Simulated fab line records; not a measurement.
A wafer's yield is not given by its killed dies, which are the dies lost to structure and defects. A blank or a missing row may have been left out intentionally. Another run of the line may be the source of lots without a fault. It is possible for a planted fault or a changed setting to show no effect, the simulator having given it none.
fab line records	flow nandHarc
record lots=24	wafers=72	lastDay=24
route steps=1159 shown A_STAIRCASE@700 A_SGD_CUT@772 A_SLIT@799
lots that met no fault: from a run of the same line without faults
startH: start of the lot's first displayed wafer, in hours after the record's first day	waitH: time in hours since the lot's previous step	" unchanged from the row above	L1.1+2: one row covering several wafers at once	- no value, or no start was given	* or withheld: withheld	< > ~ a bound
route shown NAME@n: a module of which the file shows steps, and the number in the route of the first	usual: mean/standard deviation taken from wafers without a fault	same: alike in all rows	chamber/n: place in a boat	sites: the reading at each site	_std_site: how widely they spread, as a standard deviation	_edge_site: inner sites' mean taken away from outer sites' mean	radiusMm: how far each site lies from the wafer's centre	mask NAME#n: copy n	behind: the last tool/chamber to shape the wafer	hold: why the lot was held/for how many hours/how that ended	device: the n, p or np transistor that did not switch	end of line: tests of these same wafers at the route's end	where a step has no rows: the recipe by itself	killed: dies lost to structure and defects at the first sort, not the wafer's yield	map: shows each die of a wafer: x if killed, . if not, _ if none is there
set.NAME: the setting that was run; set.NAME@STEP: the one run at that earlier step	model.NAME: the simulator's own value behind a step, which no gauge read
a sample of lots followed through the steps of the route, with each step as a table and each wafer as a row
services: a tool's chamber out of use, with start hour (startH, from the record's first day; less than 0 if before it), hours out, and reason
## steps
# step NHARC_A_STAIRCASE_STRIP_476
# recipe timeS=20	o2FlowSccm=500	arFlowSccm=0	biasW=0	chemistry=O2
# usual drypumpMotorCurrentA=5.8/0.47	o2FlowSccm=500.0/1.5	oesProductAu=0.997/0.011	rfVppV=57.8/0.91	showerheadPlenumPTorr=3.52/0.12	throttleValvePct=17.037/0.0093
# same timeS=20
lot.wafer	tool	chamber	startH	waitH	drypumpMotorCurrentA	o2FlowSccm	oesProductAu	rfHoursCounterH	rfVppV	showerheadPlenumPTorr	throttleValvePct
L074.1	rieDiel-12	2	268.26	0.3	5.5	497.2	0.995	25	58.4	3.53	17.046
L074.2	"	0	"	"	5.8	501.1	0.993	20	58.1	3.52	17.026
L074.6	"	1	"	"	6.0	501.4	0.983	-	58.1	3.66	17.045
L075.1	rieDiel-12	1	269.17	0.1	6.0	501.6	0.974	24	59.5	3.66	17.032
L075.2	"	3	"	"	4.7	498.5	0.996	26	58.8	3.44	17.022
L075.6	"	0	"	"	5.8	499.4	0.986	-	58.1	3.52	17.030
L076.1	rieDiel-08	3	276.83	0.1	5.2	498.4	0.987	59	57.5	3.46	17.027
L076.4	"	0	"	"	5.8	498.9	0.998	46	56.8	3.41	17.024
L076.5	"	2	"	"	5.8	501.3	1.015	-	57.0	3.32	17.051
L077.4	rieDiel-08	1	283.62	0.1	6.6	502.0	1.001	58	58.6	3.70	17.025
L077.3	"	3	"	"	5.2	499.9	0.985	60	57.3	3.46	17.045
L077.5	"	1	"	"	6.6	501.9	1.001	-	57.5	3.70	17.037
L078.1	rieDiel-08	2	286.03	0.1	5.8	497.7	1.025	52	59.8	3.32	17.031
L078.2	"	1	"	"	6.6	499.3	1.004	59	58.6	3.70	17.046
L078.5	"	2	"	"	5.8	497.3	1.023	-	59.4	3.32	17.052
L080.1	rieDiel-08	2	290.59	0.1	5.8	499.5	1.017	53	59.0	3.32	17.044
L080.4	"	3	"	"	5.2	500.0	1.002	61	57.2	3.46	17.032
L080.6	"	1	"	"	6.6	500.1	1.004	-	57.5	3.70	17.036
L079.3	rieDiel-12	1	291.02	0.1	6.0	499.8	0.980	31	58.8	3.65	17.033
L079.6	"	0	"	"	5.8	499.8	0.988	-	57.9	3.52	17.049
L079.5	"	1	"	"	6.0	501.9	0.985	-	58.7	3.65	17.036
L082.3	rieDiel-06	1	302.67	0.1	5.9	500.0	0.983	20	57.2	3.64	17.034
L082.1	"	0	"	"	5.2	499.5	0.991	20	58.0	3.47	17.058
L082.5	"	2	"	"	6.1	502.0	0.999	-	58.5	3.60	17.027
L083.2	rieDiel-06	0	305.22	0.2	5.2	497.9	0.990	21	57.2	3.46	17.030
L083.6	"	0	"	"	5.2	498.4	0.995	-	59.7	3.46	17.037
L083.5	"	2	"	"	6.2	501.4	1.004	-	57.7	3.60	17.037
L081.1	rieDiel-08	2	313.10	0.1	5.8	500.1	1.017	1	58.0	3.31	17.038
L081.2	"	0	"	"	5.8	500.3	0.995	0	57.4	3.40	17.059
L081.5	"	3	"	"	5.2	499.6	0.998	-	58.9	3.46	17.039
L085.1	rieDiel-08	1	324.68	0.1	6.6	499.1	0.988	5	58.6	3.69	17.031
L085.6	"	2	"	"	5.8	501.9	1.001	-	58.2	3.31	17.031
L085.5	"	3	"	"	5.2	496.6	0.999	-	57.5	3.46	17.049
L084.4	rieDiel-12	2	326.10	0.1	5.5	500.3	0.997	47	58.3	3.52	17.056
L084.1	"	0	"	"	5.9	499.5	0.984	41	58.2	3.51	17.038
L084.5	"	3	"	"	4.7	500.8	0.990	-	57.9	3.42	17.029
L086.4	rieDiel-06	1	338.73	0.1	5.8	499.3	0.997	32	60.0	3.64	17.049
L086.2	"	2	"	"	6.2	497.8	1.007	34	58.0	3.59	17.043
L086.1	"	0	"	"	5.3	501.7	0.995	34	56.9	3.46	17.021
L087.1	rieDiel-12	0	339.68	0.1	5.9	499.4	0.988	45	58.1	3.51	17.025
L087.3	"	1	"	"	6.0	498.9	0.980	50	58.1	3.64	17.038
L087.5	"	0	"	"	5.9	499.2	0.990	-	57.4	3.51	17.048
L088.2	rieDiel-08	2	346.77	0.1	5.8	499.1	0.999	14	56.6	3.31	17.037
L088.4	"	3	"	"	5.2	496.5	0.994	14	57.0	3.45	17.041
L088.6	"	2	"	"	5.8	503.7	1.011	-	58.0	3.31	17.031
L089.4	rieDiel-12	2	352.28	0.1	5.4	498.2	1.013	55	57.5	3.51	17.036
L089.6	"	0	"	"	5.8	500.7	0.991	-	57.7	3.50	17.032
L089.5	"	1	"	"	6.0	500.0	0.985	-	59.0	3.64	17.030
L090.2	rieDiel-06	0	364.95	0.1	5.2	497.4	0.990	42	57.6	3.45	17.043
L090.4	"	2	"	"	6.1	496.9	1.003	45	59.2	3.58	17.042
L090.6	"	0	"	"	5.2	499.2	0.986	-	56.8	3.45	17.041
L091.1	rieDiel-08	0	366.03	0.1	5.8	499.7	1.000	20	58.0	3.39	17.015
L091.3	"	2	"	"	5.8	498.2	1.000	23	57.1	3.30	17.028
L091.6	"	0	"	"	5.8	500.1	1.009	-	57.5	3.39	17.035
L093.2	rieDiel-08	1	368.18	0.1	6.6	499.7	0.999	20	57.6	3.68	17.037
L093.1	"	2	"	"	5.8	501.1	1.010	23	57.2	3.30	17.038
L093.3	"	3	"	"	5.2	500.6	0.987	23	56.2	3.45	17.036
L092.1	rieDiel-12	3	369.78	0.1	4.8	499.4	1.007	60	57.3	3.42	17.045
L092.3	"	0	"	"	5.9	499.1	0.975	54	58.5	3.50	17.044
L092.5	"	1	"	"	6.0	499.5	0.990	-	58.3	3.64	17.040
L094.4	rieDiel-06	3	379.36	0.1	6.1	498.8	0.986	45	57.9	3.65	17.041
L094.3	"	1	"	"	5.9	501.0	0.983	48	59.2	3.63	17.032
L094.6	"	3	"	"	6.1	500.6	0.999	-	57.5	3.65	17.042
L095.3	rieDiel-06	3	380.75	0.1	6.1	497.9	1.004	45	56.6	3.65	17.031
L095.6	"	1	"	"	5.8	503.1	0.978	-	57.4	3.63	17.029
L095.5	"	2	"	"	6.2	498.3	1.001	-	56.9	3.58	17.045
L097.2	rieDiel-06	2	395.63	0.1	6.1	500.1	1.019	51	57.2	3.58	17.034
L097.1	"	0	"	"	5.3	500.1	0.996	54	57.5	3.45	17.039
L097.6	"	2	"	"	6.1	500.8	1.019	-	57.5	3.58	17.035
L096.1	rieDiel-12	2	404.74	0.3	5.5	498.7	0.999	7	57.1	3.50	17.042
L096.4	"	3	"	"	4.7	499.4	1.000	7	59.2	3.41	17.034
L096.6	"	3	"	"	4.7	500.2	1.001	-	56.4	3.41	17.034
# step NHARC_A_STAIRCASE_DEP_151
# recipe targetThkA=38000	tempC=400	targetThkNm=3800	teosFlowSccm=200	rfW=500	material=SiO2
# usual heaterPowerW=645/85
lot.wafer	tool	chamber	startH	waitH	heaterPowerW
L075.1	pecvd-02	1	280.76	0.7	752
L075.2	"	1	"	"	593
L075.6	"	1	282.20	2.2	575
L074.2	pecvd-04	2	280.89	0.9	793
L074.1	"	0	"	"	801
L074.6	"	1	"	"	686
L076.1	pecvd-02	1	291.29	0.6	701
L076.5	"	2	"	"	578
L076.4	"	0	"	"	671
L078.1	pecvd-04	1	295.84	0.5	739
L078.2	"	0	"	"	795
L078.5	"	2	"	"	630
L077.3	pecvd-02	1	295.86	0.5	696
L077.4	"	1	"	"	585
L077.5	"	2	"	"	593
L079.3	pecvd-01	2	302.77	0.5	631
L079.5	"	0	"	"	551
L079.6	"	1	"	"	619
L080.1	pecvd-04	2	302.79	0.5	733
L080.6	"	1	"	"	669
L080.4	"	2	"	"	624
L082.3	pecvd-02	0	314.81	0.4	749
L082.1	"	1	"	"	622
L082.5	"	1	"	"	594
L083.2	pecvd-01	0	315.00	0.6	683
L083.6	"	2	"	"	504
L083.5	"	0	"	"	534
L081.2	pecvd-01	2	329.58	0.5	625
L081.1	"	0	"	"	658
L081.5	"	0	"	"	541
L084.1	pecvd-04	2	338.47	0.5	766
L084.4	"	1	"	"	663
L084.5	"	2	"	"	624
L085.1	pecvd-01	0	338.54	0.6	655
L085.6	"	1	"	"	598
L085.5	"	2	"	"	512
L086.2	pecvd-04	0	350.97	0.4	808
L086.1	"	1	"	"	768
L086.4	"	2	"	"	616
L087.1	pecvd-01	1	351.06	0.5	647
L087.3	"	2	"	"	620
L087.5	"	0	"	"	542
L088.2	pecvd-01	1	359.00	0.4	739
L088.6	"	1	"	"	619
L088.4	"	0	"	"	538
L089.5	pecvd-02	2	364.74	0.7	596
L089.4	"	0	"	"	686
L089.6	"	1	"	"	530
L093.3	pecvd-02	2	377.12	0.4	747
L093.1	"	0	"	"	718
L093.2	"	1	"	"	624
L090.2	pecvd-01	0	377.23	0.5	673
L090.4	"	1	"	"	613
L090.6	"	2	"	"	507
L091.3	pecvd-02	2	377.70	1.0	645
L091.1	"	0	"	"	705
L091.6	"	0	"	"	691
L092.3	pecvd-01	2	377.90	1.2	579
L092.1	"	0	"	"	649
L092.5	"	1	"	"	616
L094.3	pecvd-01	0	391.49	0.4	582
L094.4	"	1	"	"	609
L094.6	"	2	"	"	520
L095.3	pecvd-04	2	391.68	0.6	731
L095.6	"	1	"	"	640
L095.5	"	2	"	"	630
L097.1	pecvd-01	1	407.74	0.4	728
L097.2	"	2	"	"	601
L097.6	"	1	"	"	611
L096.1	pecvd-04	1	416.84	0.4	726
L096.6	"	2	"	"	631
L096.4	"	0	"	"	661
# step NHARC_A_STAIRCASE_DEP_322
# recipe targetThkA=38000	tempC=400	targetThkNm=3800	teosFlowSccm=200	rfW=500	material=SiO2
# usual heaterPowerW=655/87
lot.wafer	tool	chamber	startH	waitH	heaterPowerW
L074.2	pecvd-01	0	287.92	0.2	565
L074.1	"	1	"	"	749
L074.6	"	1	"	"	620
L075.1	pecvd-02	2	287.92	0.2	719
L075.2	"	0	"	"	854
L075.6	"	0	"	"	672
L078.1	pecvd-04	0	301.93	0.1	783
L078.2	"	1	"	"	799
L078.5	"	0	"	"	664
L076.1	pecvd-01	0	302.02	0.2	577
L076.4	"	0	"	"	534
L076.5	"	1	"	"	633
L077.3	pecvd-02	0	302.02	0.2	759
L077.5	"	2	"	"	591
L077.4	"	1	"	"	594
L079.3	pecvd-04	0	310.51	0.1	754
L079.6	"	0	"	"	668
L079.5	"	1	"	"	672
L080.1	pecvd-01	0	310.76	0.3	674
L080.4	"	2	"	"	514
L080.6	"	0	"	"	547
L083.2	pecvd-02	0	325.87	0.2	764
L083.6	"	1	"	"	573
L083.5	"	2	"	"	591
L082.1	pecvd-04	1	326.00	0.4	782
L082.3	"	2	"	"	750
L082.5	"	0	"	"	666
L081.1	pecvd-01	1	337.61	0.1	617
L081.2	"	0	"	"	632
L081.5	"	2	"	"	504
L085.1	pecvd-02	2	347.69	0.1	698
L085.6	"	2	"	"	602
L085.5	"	1	"	"	548
L084.1	pecvd-04	2	347.78	0.2	721
L084.4	"	1	"	"	670
L084.5	"	0	"	"	655
L087.1	pecvd-02	1	358.82	0.1	635
L087.3	"	2	"	"	621
L087.5	"	1	"	"	536
L086.2	pecvd-04	2	358.92	0.2	722
L086.1	"	0	"	"	701
L086.4	"	0	"	"	641
L088.2	pecvd-04	2	369.09	0.3	760
L088.6	"	0	"	"	653
L088.4	"	1	"	"	684
L089.5	pecvd-02	1	369.23	0.5	530
L089.6	"	2	"	"	595
L089.4	"	0	"	"	681
L090.2	pecvd-01	2	385.10	0.2	647
L090.4	"	2	"	"	502
L090.6	"	0	"	"	544
L092.1	pecvd-02	2	385.20	0.3	653
L092.3	"	0	"	"	775
L092.5	"	0	"	"	687
L093.2	pecvd-01	2	385.57	0.6	635
L093.3	"	0	"	"	686
L093.1	"	1	"	"	743
L091.1	pecvd-02	1	385.78	0.8	614
L091.3	"	2	"	"	712
L091.6	"	0	"	"	691
L094.3	pecvd-01	1	398.73	0.2	648
L094.4	"	1	"	"	620
L094.6	"	2	"	"	498
L095.3	pecvd-02	1	398.82	0.3	629
L095.6	"	2	"	"	589
L095.5	"	1	"	"	531
L097.1	pecvd-01	1	415.95	0.2	738
L097.2	"	0	"	"	592
L097.6	"	2	"	"	512
L096.1	pecvd-02	1	424.89	0.2	634
L096.4	"	1	"	"	535
L096.6	"	2	"	"	603
# step NHARC_A_STAIRCASE_CMP_152
# usual motorCurrentA=11.7/1.3
lot.wafer	tool	chamber	startH	waitH	motorCurrentA
L075.2	cmp-02	2	308.04	0.1	11.4
L075.1	"	3	"	"	10.4
L075.6	"	3	"	"	9.5
L074.1	cmp-02	1	308.97	0.1	13.1
L074.2	"	3	"	"	9.7
L074.6	"	2	"	"	11.3
L076.4	cmp-01	3	323.36	0.1	12.2
L076.1	"	0	"	"	10.6
L076.5	"	0	"	"	10.5
L077.3	cmp-02	1	323.52	0.1	12.5
L077.4	"	2	"	"	11.8
L077.5	"	3	"	"	9.8
L078.2	cmp-01	3	323.92	0.1	13.0
L078.1	"	0	"	"	10.8
L078.5	"	3	"	"	12.9
L080.1	cmp-01	2	330.63	0.1	11.7
L080.4	"	0	"	"	10.7
L080.6	"	2	"	"	11.5
L079.3	cmp-02	2	330.95	0.1	11.3
L079.6	"	0	"	"	10.2
L079.5	"	1	"	"	12.7
L083.2	cmp-01	1	344.02	0.1	11.4
L083.6	"	2	"	"	11.5
L083.5	"	3	"	"	12.7
L082.1	cmp-02	2	344.16	0.1	11.4
L082.3	"	3	"	"	9.8
L082.5	"	0	"	"	11.0
L081.1	cmp-01	0	355.75	0.1	10.5
L081.2	"	1	"	"	11.6
L081.5	"	0	"	"	10.5
L084.4	cmp-03	0	367.63	0.1	14.0
L084.1	"	2	"	"	12.4
L084.5	"	0	"	"	13.7
L085.1	cmp-01	0	367.95	0.1	10.1
L085.6	"	1	"	"	12.0
L085.5	"	2	"	"	12.1
L087.3	cmp-03	1	376.91	0.1	12.0
L087.1	"	0	"	"	14.4
L087.5	"	2	"	"	13.4
L086.1	cmp-02	3	377.58	0.1	9.3
L086.4	"	0	"	"	11.3
L086.2	"	1	"	"	12.3
L088.2	cmp-03	1	386.90	0.1	12.0
L088.4	"	3	"	"	10.3
L088.6	"	1	"	"	12.4
L089.4	cmp-03	1	388.58	0.1	11.6
L089.5	"	3	"	"	9.6
L089.6	"	0	"	"	14.3
L090.4	cmp-03	2	405.55	0.1	12.5
L090.2	"	3	"	"	9.3
L090.6	"	1	"	"	12.0
L093.3	cmp-03	3	405.83	0.1	9.8
L093.1	"	0	"	"	14.0
L093.2	"	2	"	"	12.9
L092.3	cmp-01	0	406.07	0.1	10.5
L092.1	"	2	"	"	12.3
L092.5	"	3	"	"	12.9
L091.3	cmp-03	0	407.51	0.1	14.1
L091.1	"	2	"	"	12.2
L091.6	"	0	"	"	13.5
L094.4	cmp-03	1	416.83	0.1	11.8
L094.3	"	2	"	"	12.1
L094.6	"	3	"	"	9.9
L095.3	cmp-02	0	417.29	0.1	11.0
L095.6	"	1	"	"	12.3
L095.5	"	2	"	"	11.5
L097.2	cmp-01	0	436.07	0.1	10.5
L097.1	"	2	"	"	11.6
L097.6	"	3	"	"	12.9
L096.4	cmp-01	3	446.09	0.1	13.5
L096.1	"	0	"	"	10.6
L096.6	"	3	"	"	12.3
# step NHARC_A_SGD_CUT_CMP_21
# recipe targetThkNm=148.19
# usual motorCurrentA=11.4/0.83	timeToEndpointS=51/3.7
lot.wafer	tool	chamber	startH	waitH	motorCurrentA	timeToEndpointS
L074.2	cmp-04	0	317.03	0.4	11.4	50
L074.1	"	2	"	"	11.6	54
L074.6	"	0	"	"	10.7	53
L075.2	cmp-01	3	317.03	0.4	13.0	46
L075.1	"	1	"	"	11.9	47
L075.6	"	2	"	"	11.8	45
L077.3	cmp-01	0	333.31	0.4	10.2	54
L077.4	"	1	"	"	11.5	50
L077.5	"	0	"	"	10.6	55
L076.1	cmp-04	1	333.33	0.4	11.8	55
L076.4	"	2	"	"	11.2	57
L076.5	"	0	"	"	10.8	54
L078.2	cmp-02	0	333.34	0.4	11.7	51
L078.1	"	2	"	"	11.9	55
L078.5	"	3	"	"	10.3	48
L080.1	cmp-01	1	340.34	0.4	11.8	52
L080.4	"	2	"	"	11.0	51
L080.6	"	3	"	"	13.3	52
L079.3	cmp-04	2	340.35	0.4	11.4	55
L079.5	"	0	"	"	10.6	55
L079.6	"	1	"	"	12.3	54
L082.3	cmp-04	1	352.36	0.4	12.5	52
L082.1	"	0	"	"	10.7	50
L082.5	"	2	"	"	11.4	52
L083.2	cmp-02	3	352.39	0.4	9.5	45
L083.6	"	2	"	"	11.1	53
L083.5	"	3	"	"	9.6	47
L081.2	cmp-04	1	365.97	0.4	12.1	51
L081.1	"	2	"	"	10.8	56
L081.5	"	1	"	"	12.0	51
L085.1	cmp-02	1	375.71	0.4	12.6	55
L085.5	"	3	"	"	9.8	47
L085.6	"	0	"	"	11.0	50
L084.1	cmp-04	0	375.71	0.4	10.4	54
L084.4	"	1	"	"	12.0	56
L084.5	"	3	"	"	12.4	46
L086.1	cmp-01	0	387.71	0.4	10.6	54
L086.4	"	2	"	"	11.6	46
L086.2	"	3	"	"	12.4	47
L087.3	cmp-04	2	387.74	0.4	11.0	53
L087.1	"	0	"	"	10.7	50
L087.5	"	2	"	"	10.6	52
L089.4	cmp-01	3	397.59	0.4	12.8	50
L089.6	"	3	"	"	12.6	50
L089.5	"	0	"	"	10.9	56
L088.4	cmp-04	0	397.61	0.4	10.9	48
L088.2	"	2	"	"	11.2	51
L088.6	"	0	"	"	11.3	48
L090.4	cmp-02	3	413.97	0.4	10.0	44
L090.2	"	0	"	"	11.1	50
L090.6	"	3	"	"	9.5	45
L091.3	cmp-01	3	413.97	0.4	12.5	49
L091.1	"	0	"	"	10.6	56
L091.6	"	2	"	"	11.2	50
L093.3	cmp-04	1	414.07	0.5	11.8	49
L093.1	"	2	"	"	11.1	56
L093.2	"	0	"	"	10.7	50
L092.3	cmp-02	3	414.10	0.5	9.6	45
L092.1	"	1	"	"	12.6	55
L092.5	"	3	"	"	9.8	44
L094.4	cmp-01	3	425.16	0.4	12.2	49
L094.3	"	1	"	"	11.9	52
L094.6	"	3	"	"	12.0	50
L095.3	cmp-04	3	425.25	0.5	11.6	44
L095.6	"	3	"	"	12.7	45
L095.5	"	0	"	"	11.3	49
L097.1	cmp-04	2	445.26	0.4	11.0	57
L097.2	"	3	"	"	12.1	45
L097.6	"	0	"	"	10.5	51
L096.4	cmp-02	0	456.13	0.4	11.1	48
L096.1	"	1	"	"	12.3	55
L096.6	"	0	"	"	12.2	48
# step NHARC_A_SLIT_ETCH_29
# recipe targetDepthA=1000	overetchA=100	timeS=55	ionEnergyEv=100	cf4FlowSccm=80	o2FlowSccm=20	arFlowSccm=0	rfW=300	biasW=100	chemistry=CF4/O2
# usual drypumpMotorCurrentA=5.6/0.4	o2FlowSccm=20.01/0.056	oesProductAu=1.005/0.011	rfVppV=198.6/1.4	showerheadPlenumPTorr=1.37/0.05	throttleValvePct=13.397/0.0081
# same timeS=55
lot.wafer	tool	chamber	startH	waitH	drypumpMotorCurrentA	o2FlowSccm	oesProductAu	rfHoursCounterH	rfVppV	showerheadPlenumPTorr	throttleValvePct
L075.1	rieDiel-04	2	324.81	0.1	5.5	20.02	0.999	1	198.6	1.36	13.404
L075.2	"	0	"	"	5.6	19.99	1.005	1	200.0	1.41	13.407
L075.6	"	3	"	"	6.4	19.98	0.996	-	199.4	1.39	13.400
L074.1	rieDiel-04	3	326.54	0.1	6.4	19.97	1.008	2	199.6	1.39	13.405
L074.2	"	0	"	"	5.6	19.96	1.013	1	197.2	1.41	13.384
L074.6	"	3	"	"	6.4	19.97	1.018	-	198.4	1.39	13.397
L078.2	rieDiel-04	3	340.57	0.1	6.4	20.16	1.000	3	199.9	1.39	13.396
L078.1	"	1	"	"	6.0	20.07	1.000	2	200.0	1.43	13.401
L078.5	"	2	"	"	5.5	19.97	0.991	-	198.1	1.36	13.405
L076.4	rieDiel-02	2	340.82	0.1	5.7	20.01	1.018	1	198.6	1.34	13.396
L076.1	"	3	"	"	5.4	20.03	1.003	1	198.9	1.39	13.392
L076.5	"	1	"	"	5.6	20.02	1.022	-	200.6	1.44	13.401
L077.4	rieDiel-07	3	342.26	0.1	5.3	20.00	0.999	8	196.1	1.25	13.391
L077.3	"	1	"	"	5.2	20.08	1.011	6	197.8	1.41	13.391
L077.5	"	3	"	"	5.3	19.97	0.996	-	195.4	1.25	13.399
L080.4	rieDiel-02	1	347.25	0.1	5.6	19.96	1.011	2	199.4	1.44	13.402
L080.1	"	3	"	"	5.4	19.98	0.985	2	198.9	1.39	13.391
L080.6	"	1	"	"	5.7	19.95	1.020	-	200.3	1.44	13.411
L079.3	rieDiel-07	0	347.38	0.1	5.0	20.00	1.005	8	198.1	1.36	13.413
L079.5	"	0	"	"	5.0	20.01	0.996	-	199.9	1.36	13.389
L079.6	"	1	"	"	5.2	20.05	1.015	-	198.2	1.41	13.411
L082.3	rieDiel-02	2	359.71	0.1	5.6	20.00	1.013	2	197.8	1.34	13.414
L082.1	"	1	"	"	5.6	19.98	1.001	2	199.4	1.44	13.403
L082.5	"	3	"	"	5.4	20.06	0.994	-	198.0	1.39	13.398
L083.2	rieDiel-07	3	360.19	0.1	5.3	19.93	0.987	9	196.1	1.25	13.385
L083.5	"	1	"	"	5.2	20.12	0.992	-	199.3	1.40	13.383
L083.6	"	2	"	"	5.8	19.97	1.023	-	199.3	1.39	13.397
L081.2	rieDiel-07	1	375.31	0.1	5.2	20.08	1.015	8	200.6	1.40	13.392
L081.1	"	2	"	"	5.8	19.99	1.044	9	199.0	1.39	13.408
L081.5	"	1	"	"	5.2	20.00	1.008	-	199.9	1.40	13.391
L085.1	rieDiel-02	3	382.46	0.1	5.4	20.04	0.995	3	198.8	1.39	13.386
L085.5	"	1	"	"	5.6	20.14	1.014	-	200.3	1.44	13.401
L085.6	"	2	"	"	5.7	20.06	1.010	-	198.2	1.33	13.411
L084.4	rieDiel-07	1	382.71	0.1	5.2	20.07	1.023	9	198.8	1.40	13.387
L084.1	"	0	"	"	5.1	19.97	1.005	10	197.7	1.36	13.406
L084.5	"	2	"	"	5.8	20.06	1.028	-	198.7	1.39	13.405
L087.3	rieDiel-04	2	396.88	0.1	5.4	20.07	0.996	7	198.7	1.36	13.398
L087.1	"	0	"	"	5.6	19.94	1.003	7	199.6	1.41	13.399
L087.5	"	2	"	"	5.4	19.97	0.995	-	198.0	1.36	13.409
L086.2	rieDiel-02	3	397.46	0.1	5.4	19.99	1.005	4	197.8	1.39	13.393
L086.4	"	0	"	"	6.3	19.93	1.004	4	197.7	1.35	13.404
L086.1	"	2	"	"	5.6	20.05	1.000	3	198.7	1.33	13.400
L088.4	rieDiel-02	1	405.02	0.1	5.6	19.96	1.028	4	199.8	1.44	13.396
L088.2	"	0	"	"	6.3	19.94	1.000	5	198.6	1.35	13.392
L088.6	"	2	"	"	5.7	19.99	0.998	-	198.8	1.33	13.397
L089.4	rieDiel-04	3	406.04	0.1	6.4	19.96	1.000	8	200.1	1.39	13.406
L089.6	"	2	"	"	5.5	20.04	0.999	-	198.8	1.36	13.399
L089.5	"	3	"	"	6.4	20.02	1.006	-	199.0	1.39	13.398
L090.4	rieDiel-02	3	420.81	0.1	5.4	19.95	0.992	5	197.9	1.39	13.386
L090.2	"	2	"	"	5.6	19.97	1.012	4	198.3	1.33	13.388
L090.6	"	3	"	"	5.4	20.09	1.002	-	199.9	1.39	13.392
L091.1	rieDiel-07	0	422.49	0.1	5.0	20.09	0.993	1	198.3	1.36	13.409
L091.3	"	1	"	"	5.2	19.97	1.012	1	200.1	1.40	13.390
L091.6	"	0	"	"	5.0	19.98	0.990	-	198.5	1.36	13.390
L093.3	rieDiel-07	3	424.18	0.1	5.3	20.01	0.990	1	195.0	1.25	13.401
L093.2	"	1	"	"	5.2	20.08	1.008	1	199.1	1.40	13.406
L093.1	"	2	"	"	5.7	20.03	1.023	1	198.2	1.39	13.393
L092.3	rieDiel-04	3	424.91	0.1	6.4	20.00	1.001	9	198.1	1.39	13.394
L092.1	"	1	"	"	6.0	20.09	1.000	9	201.2	1.43	13.397
L092.5	"	3	"	"	6.4	19.92	1.000	-	199.8	1.39	13.386
L094.4	rieDiel-07	3	432.42	0.1	5.3	20.00	0.986	3	195.0	1.24	13.404
L094.3	"	2	"	"	5.8	19.94	1.020	2	198.6	1.39	13.398
L094.6	"	0	"	"	5.0	19.97	0.992	-	197.6	1.36	13.407
L095.3	rieDiel-04	1	433.01	0.1	5.9	20.01	0.996	9	199.5	1.43	13.406
L095.6	"	3	"	"	6.4	20.00	1.004	-	198.7	1.39	13.385
L095.5	"	0	"	"	5.6	20.06	1.013	-	199.3	1.41	13.389
L097.1	rieDiel-07	1	453.11	0.1	5.2	20.01	1.018	3	198.8	1.40	13.388
L097.2	"	0	"	"	5.0	19.86	0.989	2	198.1	1.36	13.403
L097.6	"	2	"	"	5.8	20.09	1.014	-	200.6	1.39	13.388
L096.4	rieDiel-02	3	463.13	0.1	5.4	19.98	0.995	9	200.2	1.39	13.400
L096.1	"	2	"	"	5.6	20.01	1.008	8	197.3	1.33	13.404
L096.6	"	3	"	"	5.4	19.99	0.993	-	199.9	1.39	13.401
## services
tool	chamber	startH	hours	kind
rieDiel-08	2	245.58	13.5	repair
rieDiel-07	-	267.54	1.8	repair
cmp-01	-	277.63	4.0	pm
pecvd-02	0	279.08	2.8	repair
pecvd-02	2	279.40	2.9	repair
cmp-04	-	288.59	1.1	repair
cmp-01	-	297.73	3.8	repair
cmp-04	-	301.17	4.0	pm
rieDiel-08	-	301.88	9.0	pm
cmp-01	-	303.38	2.4	repair
cmp-02	-	324.64	4.0	pm
pecvd-02	-	334.48	13.0	pm
cmp-01	-	375.65	4.0	pm
pecvd-04	-	376.56	13.0	pm
rieDiel-07	2	384.10	8.5	repair
cmp-02	-	387.63	2.8	repair
cmp-02	-	391.22	4.1	repair
cmp-04	-	399.17	4.0	pm
rieDiel-07	-	405.20	9.0	pm
cmp-04	-	411.07	2.7	repair
pecvd-01	-	418.19	13.0	pm
cmp-02	-	422.64	4.0	pm
pecvd-02	1	447.46	7.7	repair
cmp-01	-	461.92	1.0	repair
## key
fault none
